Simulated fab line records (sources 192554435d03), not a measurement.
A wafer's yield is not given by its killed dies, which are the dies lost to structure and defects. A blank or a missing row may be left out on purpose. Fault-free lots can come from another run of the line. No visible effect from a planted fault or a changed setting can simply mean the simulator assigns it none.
Split-lot study || flow n5Finfet || 21 wafers read from 7 lots, route of 1938 steps

## THE SPLIT ITSELF
At N5_BEOL_M2_ETCH_64 (etches SOC in N2/H2, target depth 75 nm, overetch 22.5 nm, time 121.9 s), the setting timeS was moved away from the recipe's 121.9 s on 6 of the 21 wafers read, by -16.7% to +14.3%. All remaining wafers had this setting at the recipe value.

The reading comes from the split's own step.

## THE READING
SiARC_of_BEOL_M2_COAT_62.thkNm (the simulator's own value, which no gauge read), in nm, at N5_BEOL_M2_ETCH_64 (etches SOC in N2/H2, target depth 75 nm, overetch 22.5 nm, time 121.9 s). There is no usual value for it anywhere in the file. Here, 15 wafers ran the recipe; their average is 6.3 nm with a standard deviation of 0.16 nm.

{"wafer": "L076.2", "tool, chamber at the split": "rieDiel-05, 1", "timeS as run, s": 139.3, "against the recipe": "+14.3%", "SiARC_of_BEOL_M2_COAT_62.thkNm, nm": 5.4, "against lot-mates on the recipe": -0.8}
{"wafer": "L076.3", "tool, chamber at the split": "rieDiel-05, 0", "timeS as run, s": 121.9, "against the recipe": "recipe", "SiARC_of_BEOL_M2_COAT_62.thkNm, nm": 6.4, "against lot-mates on the recipe": "-"}
{"wafer": "L076.4", "tool, chamber at the split": "rieDiel-05, 3", "timeS as run, s": 121.9, "against the recipe": "recipe", "SiARC_of_BEOL_M2_COAT_62.thkNm, nm": 6, "against lot-mates on the recipe": "-"}
{"wafer": "L081.2", "tool, chamber at the split": "rieDiel-06, 1", "timeS as run, s": 105.7, "against the recipe": "-13.3%", "SiARC_of_BEOL_M2_COAT_62.thkNm, nm": 7, "against lot-mates on the recipe": "+0.6"}
{"wafer": "L081.4", "tool, chamber at the split": "rieDiel-06, 0", "timeS as run, s": 121.9, "against the recipe": "recipe", "SiARC_of_BEOL_M2_COAT_62.thkNm, nm": 6.4, "against lot-mates on the recipe": "-"}
{"wafer": "L081.5", "tool, chamber at the split": "rieDiel-06, 0", "timeS as run, s": 105.7, "against the recipe": "-13.3%", "SiARC_of_BEOL_M2_COAT_62.thkNm, nm": 7.2, "against lot-mates on the recipe": "+0.8"}
{"wafer": "L080.1", "tool, chamber at the split": "rieDiel-06, 3,2", "timeS as run, s": 121.9, "against the recipe": "recipe", "SiARC_of_BEOL_M2_COAT_62.thkNm, nm": 6.2, "against lot-mates on the recipe": "-"}
{"wafer": "L080.4", "tool, chamber at the split": "rieDiel-06, 3,2", "timeS as run, s": 121.9, "against the recipe": "recipe", "SiARC_of_BEOL_M2_COAT_62.thkNm, nm": 6.2, "against lot-mates on the recipe": "-"}
{"wafer": "L080.6", "tool, chamber at the split": "rieDiel-06, 2", "timeS as run, s": 101.5, "against the recipe": "-16.7%", "SiARC_of_BEOL_M2_COAT_62.thkNm, nm": 7, "against lot-mates on the recipe": "+0.8"}
{"wafer": "L082.1", "tool, chamber at the split": "rieDiel-04, 2,1", "timeS as run, s": 121.9, "against the recipe": "recipe", "SiARC_of_BEOL_M2_COAT_62.thkNm, nm": 6.4, "against lot-mates on the recipe": "-"}
{"wafer": "L082.2", "tool, chamber at the split": "rieDiel-04, 2,1", "timeS as run, s": 121.9, "against the recipe": "recipe", "SiARC_of_BEOL_M2_COAT_62.thkNm, nm": 6.4, "against lot-mates on the recipe": "-"}
{"wafer": "L082.6", "tool, chamber at the split": "rieDiel-04, 2", "timeS as run, s": 121.9, "against the recipe": "recipe", "SiARC_of_BEOL_M2_COAT_62.thkNm, nm": 6.6, "against lot-mates on the recipe": "-"}
{"wafer": "L088.2", "tool, chamber at the split": "rieDiel-04, 0,1,2", "timeS as run, s": 121.9, "against the recipe": "recipe", "SiARC_of_BEOL_M2_COAT_62.thkNm, nm": 6.4, "against lot-mates on the recipe": "-"}
{"wafer": "L088.5", "tool, chamber at the split": "rieDiel-04, 0,1,2", "timeS as run, s": 121.9, "against the recipe": "recipe", "SiARC_of_BEOL_M2_COAT_62.thkNm, nm": 6.4, "against lot-mates on the recipe": "-"}
{"wafer": "L088.6", "tool, chamber at the split": "rieDiel-04, 0,1,2", "timeS as run, s": 121.9, "against the recipe": "recipe", "SiARC_of_BEOL_M2_COAT_62.thkNm, nm": 6.4, "against lot-mates on the recipe": "-"}
{"wafer": "L095.2", "tool, chamber at the split": "rieDiel-06, 0,1", "timeS as run, s": 121.9, "against the recipe": "recipe", "SiARC_of_BEOL_M2_COAT_62.thkNm, nm": 6.4, "against lot-mates on the recipe": "-"}
{"wafer": "L095.4", "tool, chamber at the split": "rieDiel-06, 0,1", "timeS as run, s": 121.9, "against the recipe": "recipe", "SiARC_of_BEOL_M2_COAT_62.thkNm, nm": 6.4, "against lot-mates on the recipe": "-"}
{"wafer": "L095.3", "tool, chamber at the split": "rieDiel-06, 3", "timeS as run, s": 121.9, "against the recipe": "recipe", "SiARC_of_BEOL_M2_COAT_62.thkNm, nm": 6.2, "against lot-mates on the recipe": "-"}
{"wafer": "L097.2", "tool, chamber at the split": "rieDiel-05, 2", "timeS as run, s": 129.3, "against the recipe": "+6.1%", "SiARC_of_BEOL_M2_COAT_62.thkNm, nm": 5.6, "against lot-mates on the recipe": -0.4}
{"wafer": "L097.5", "tool, chamber at the split": "rieDiel-05, 2", "timeS as run, s": 129.3, "against the recipe": "+6.1%", "SiARC_of_BEOL_M2_COAT_62.thkNm, nm": 5.6, "against lot-mates on the recipe": -0.4}
{"wafer": "L097.4", "tool, chamber at the split": "rieDiel-05, 3", "timeS as run, s": 121.9, "against the recipe": "recipe", "SiARC_of_BEOL_M2_COAT_62.thkNm, nm": 6, "against lot-mates on the recipe": "-"}
The file does not say which wafer passed through which chamber wherever a row lists several chambers: such a row stands for several wafers.

FIT RESULTS
A straight line over all 21 wafers: SiARC_of_BEOL_M2_COAT_62.thkNm changes by -0.0603 nm for each +1% of timeS; r = -0.91; the points scatter about the line by 0.19 nm.
The same after taking each lot's own level away (the mean of its wafers on the recipe; 21 wafers): -0.0533 nm for each +1%; r = -0.97; scatter 0.095 nm.
The reading moves by 0.89 nm for the largest change in timeS, on that fit.
Across the lots, their own levels run from 6.00 to 6.47 nm, a range of 2.9 times the standard deviation given above.
Hence the slope depends on the lot-to-lot level, as the two fits are not the same.
Check: +0.915 nm against its lot-mates is what the line predicts for one of the wafers moved furthest among these (-16.7%) when that wafer is left out of the fit. Against them it came out at +0.8 nm.

## THE OTHER SPLITS THESE WAFERS WENT THROUGH
Before the reading, these wafers also passed through other splits. Each is held against what the fit with the lots' levels taken away leaves over:
{"other split on the same wafers": "N5_BEOL_M1_COAT_61 spinRpm", "wafers away from the commonest value": 7, "r with SiARC_of_BEOL_M2_COAT_62.thkNm (lot level and that fit taken away)": "+0.18"}
{"other split on the same wafers": "N5_BEOL_M1_COAT_05 spinRpm", "wafers away from the commonest value": 7, "r with SiARC_of_BEOL_M2_COAT_62.thkNm (lot level and that fit taken away)": -0.09}
{"other split on the same wafers": "N5_BEOL_M1_VIA_ETCH_34 timeS", "wafers away from the commonest value": 5, "r with SiARC_of_BEOL_M2_COAT_62.thkNm (lot level and that fit taken away)": "+0.13"}
{"other split on the same wafers": "N5_BEOL_M1_TRENCH_ETCH_37 biasW", "wafers away from the commonest value": 7, "r with SiARC_of_BEOL_M2_COAT_62.thkNm (lot level and that fit taken away)": -0.24}

## THE FILE'S OWN FIT
SiARC_of_BEOL_M2_COAT_62.thkNm changes by -0.0524 nm for each +1% of timeS, r = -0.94.
